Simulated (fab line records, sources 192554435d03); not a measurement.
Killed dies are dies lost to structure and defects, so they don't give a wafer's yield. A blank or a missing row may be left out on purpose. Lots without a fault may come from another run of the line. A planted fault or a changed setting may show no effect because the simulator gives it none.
One fault seen from 3 desks | flow n5_finfet | each desk has only its own numbers; what lay behind them comes last

THE TOOL OWNER'S DESK: rie_diel-06
The tool's own readings at N5_BEOL_M10_VIA_ETCH_34 (etches SiCOH lowk in C4F6/O2, target depth 184.5 nm, time 69.2 s): means of the sampled wafers that have a number, for each lot that ran on this tool. A lot is out of limits, marked OUT, if its mean lies more than 4 standard deviations from the usual mean; the brackets give that distance.
Columns: A = O2_flow_sccm at N5_BEOL_M10_VIA_ETCH_34, usual 10.000 sccm; B = drypump_motor_current_A at N5_BEOL_M10_VIA_ETCH_34, usual 5.7 A; C = oes_product_au at N5_BEOL_M10_VIA_ETCH_34, usual 0.75 a.u.; D = rf_vpp_V at N5_BEOL_M10_VIA_ETCH_34, usual 663 V; E = run_length_s at N5_BEOL_M10_VIA_ETCH_34, usual 92.6 s; F = showerhead_plenum_p_Torr at N5_BEOL_M10_VIA_ETCH_34, usual 2.88 Torr; G = throttle_valve_pct at N5_BEOL_M10_VIA_ETCH_34, usual 21.02 %
lot  | first seen here | A      | B   | C    | D   | E               | F    | G
L206 | day 9 18:48     | 9.963  | 5.9 | 0.71 | 650 | 93.0            | 2.86 | 21.02
L218 | day 12 14:55    | 9.992  | 6.1 | 0.74 | 660 | 104.7 (+25) OUT | 2.84 | 21.27
L217 | day 12 20:19    | 9.976  | 5.6 | 0.77 | 659 | 103.6 (+23) OUT | 2.87 | 21.05
L222 | day 13 19:26    | 10.029 | 5.5 | 0.73 | 646 | 97.8 (+11) OUT  | 2.84 | 20.91
This desk's finding: out of limits on L217, L218, L222; first on L218, day 12 14:55 (run_length_s at N5_BEOL_M10_VIA_ETCH_34). In limits: L206.

THE DEFECT DESK
What the inspections along the route counted, lot by lot: means of the sampled wafers that have a number. A lot is out of limits, marked OUT, if its mean lies more than 4 standard deviations from the usual mean; the brackets give that distance.
Columns: A = raw_defect_count at N5_BEOL_M10_INSPECT_30, usual 442
lot  | first seen here | A
L206 | day 9 18:33     | 458
L209 | day 10 19:13    | 437
L218 | day 12 14:41    | 432
L217 | day 12 20:05    | 352
L222 | day 13 18:29    | 332
L228 | day 15 11:34    | 473
L229 | day 15 12:19    | 504
This desk's finding: nothing out of limits on any of the 7 lots.

THE METROLOGY DESK
What the gauges read, lot by lot, whatever tool the lot ran on: means of the sampled wafers that have a number. A lot is out of limits, marked OUT, if its mean lies more than 4 standard deviations from the usual mean; the brackets give that distance.
Columns: A = cd_nm at N5_BEOL_M10_CD_MEAS_28, usual 69.9 nm; B = V9_OVL at N5_BEOL_M10_OVL_MEAS_29, usual -0.1 nm
lot  | first seen here | A    | B
L206 | day 9 18:30     | 68.0 | 0.2
L209 | day 10 19:10    | 69.9 | 0.0
L218 | day 12 14:38    | 70.9 | 0.8
L217 | day 12 20:02    | 71.8 | 0.4
L222 | day 13 18:26    | 69.4 | -0.5
L228 | day 15 11:31    | 70.4 | -0.6
L229 | day 15 12:15    | 70.1 | 0.9
This desk's finding: nothing out of limits on any of the 7 lots.

PUT TOGETHER
The tool owner's desk could have raised an alarm at day 12 14:55, on L217, L218, L222.
The defect desk saw nothing out of limits.
The metrology desk saw nothing out of limits.
The defect desk has L217, L218, L222 on record, within its limits.
The metrology desk has L217, L218, L222 on record, within its limits.
Of the lots named, all ran N5_BEOL_M10_VIA_ETCH_34 on rie_diel-06.

WHAT THE SIMULATOR HAD PUT IN
Process parameter drift: rie_diel-06, from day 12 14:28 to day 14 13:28, at N5_BEOL_M10_VIA_ETCH_34. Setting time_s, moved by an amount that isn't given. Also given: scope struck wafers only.
Lots struck among those shown: L217, L218, L222.
Hours from the fault's start to each desk's first reading out of limits: the tool owner's desk, 0.
